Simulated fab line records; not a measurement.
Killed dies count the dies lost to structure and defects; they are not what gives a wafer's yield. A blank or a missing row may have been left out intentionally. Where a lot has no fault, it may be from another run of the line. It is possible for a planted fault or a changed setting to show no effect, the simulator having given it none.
A lot that was struck, set against a sound lot	flow nand harc	14 steps out of a route of 1159
Sound: the wafers L507.2, L507.3, L507.6. The struck wafers were L516.1, L516.3, L516.6. Last of all comes the cause.
At each step with rows: each side's tool, then ch and its chambers, then its first start. Under that, the readings that differ: sound wafers	struck wafers	difference of the means	sigmas: that difference in standard deviations of wafers without a fault.
alike: readings with means less than 2 such deviations apart, plus words and numbers identical on both sides. not compared: withheld readings, readings lacking a value on some wafer, bounds such as >300 that could conceal the same value, and numbers that have no deviation in the record and whose values overlap.
Wherever a step has rows on one side only, a row that says differs or no value, or a row with sigmas, the two part there. When numbers do not overlap yet have no deviation, they are printed without sigmas and do not part them. Lack of a reading on every wafer of one side parts them only where that side has two or more wafers.

NHARC_A_ZERO_WELL_INSPECT_17:
  struck on defect inspect-02, day 8 22:14; sound on defect inspect-01, day 6 13:38
  alike: raw defect count
then, 3 steps without rows for these wafers: NHARC_A_SOURCE_PLATE_PRECLEAN_00 (cleans in HF-LAST, time 60 s); NHARC_A_SOURCE_PLATE_SRD_01; NHARC_A_SOURCE_PLATE_OXIDE_02 (material SiO2, target thk 10 nm, ox time 1362 s).
NHARC_A_SOURCE_PLATE_THK_MEAS_09: measures by ellipsometry.
  struck on film metro-01, day 9 03:32; sound on film metro-02, day 6 21:07
  alike: thk nm
then, 3 steps without rows for these wafers: NHARC_A_SOURCE_PLATE_PVD_04 (deposits WSi2, target thk 50 nm); NHARC_A_SOURCE_PLATE_CVD_03 (deposits poly-Si, target thk 200 nm, time 4000 s); NHARC_A_SOURCE_PLATE_ANNEAL_05 (time 1800 s).
NHARC_A_SOURCE_PLATE_THK_MEAS_06: measures by ellipsometry.
  struck on film metro-02, day 9 18:38; sound on film metro-02, day 7 10:28
  alike: thk nm
NHARC_A_SOURCE_PLATE_INSPECT_08:
  struck on defect inspect-01, day 9 18:43; sound on defect inspect-01, day 7 10:34
  alike: raw defect count
NHARC_A_ONON_D1_DEP_00: target thk 1000 nm.
  sound on pecvd onon-02 ch 0, day 7 10:42; struck on pecvd onon-03 ch 0, day 9 18:47
NHARC_A_ONON_D1_THK_MEAS_02: measures by ellipsometry.
  struck on film metro-01, day 9 19:17; sound on film metro-01, day 7 11:09
reading	sound	struck	difference	sigmas
thk nm (nm)	1003 1003 1002	678 680 678	-324	-32
next comes 1 step that has no rows for these wafers: NHARC_A_ONON_D1_DEP_03 (target thickness 1000 nm).
-- jump in the record: it breaks off in module A_ONON_D1 and resumes in module END (first step shown: number 1159 of the route), and 12 days separate the struck wafers' starts before and after --
NHARC_END_SORT_01:
  at this point the record logs the struck wafers (prober-02 ch 0, day 21 08:49) and has no rows for the sound ones

WHERE THEY PART
First at NHARC_A_ONON_D1_THK_MEAS_02; last, within this record, at NHARC_END_SORT_01.

WHY: what had been put in by the simulator
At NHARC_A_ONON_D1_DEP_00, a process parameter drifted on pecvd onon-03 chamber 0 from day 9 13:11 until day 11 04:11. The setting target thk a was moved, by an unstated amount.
